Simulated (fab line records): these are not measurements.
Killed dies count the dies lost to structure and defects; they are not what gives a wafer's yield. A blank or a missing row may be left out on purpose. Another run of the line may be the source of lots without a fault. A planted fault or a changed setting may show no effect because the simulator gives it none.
Matching of chambers :: flow n5_finfet :: N5_BEOL_M0_SAQP_ETCH_102 on rie_si-03 has 4 sister chambers
The step etches SiO2 in CF4, target depth 4 nm, time 4.4 s. 4 wafers are shown with their chamber, then 9 later ones without.

== WAFERS, EACH WITH ITS CHAMBER ==
wafer: L078.1
chamber: 0
throttle_valve_pct (%): 21.45

wafer: L086.4
chamber: 3
throttle_valve_pct (%): 21.53

wafer: L086.5
chamber: 2
throttle_valve_pct (%): 21.72

wafer: L086.6
chamber: 1
throttle_valve_pct (%): 22.07

== WAFERS WHOSE CHAMBER IS MISSING ==
wafer: L087.2
throttle_valve_pct (%): 22.06

wafer: L087.4
throttle_valve_pct (%): 21.74

wafer: L087.5
throttle_valve_pct (%): 21.73

wafer: L088.2
throttle_valve_pct (%): 22.07

wafer: L088.3
throttle_valve_pct (%): 21.46

wafer: L088.5
throttle_valve_pct (%): 22.07

wafer: L095.2
throttle_valve_pct (%): 22.07

wafer: L095.3
throttle_valve_pct (%): 21.46

wafer: L095.6
throttle_valve_pct (%): 21.54

== THE CHAMBER EACH PASSED THROUGH ==
wafer: L087.2
from the rows above: 1
in truth: 1

wafer: L087.4
from the rows above: 2
in truth: 2

wafer: L087.5
from the rows above: 2
in truth: 2

wafer: L088.2
from the rows above: 1
in truth: 1

wafer: L088.3
from the rows above: 0
in truth: 0

wafer: L088.5
from the rows above: 1
in truth: 1

wafer: L095.2
from the rows above: 1
in truth: 1

wafer: L095.3
from the rows above: 0
in truth: 0

wafer: L095.6
from the rows above: 3
in truth: 3
Correct placement for 9 of the 9. Left unplaced by these rows: 0. Number placed wrongly: 0.
How it was worked out, from the rows above alone: a wafer's distance from a chamber is the root of the sum, over the readings, of the square of ((its reading less the chamber's mean) divided by the reading's scatter). If the next closest chamber is less than 2 further off than the closest, the wafer can't be placed; otherwise it belongs to the closest. A chamber's mean is the mean of its shown wafers. The scatter (one wafer shown for each chamber): square how far every hidden wafer sits from the nearest shown wafer, average those squares and take the square root.
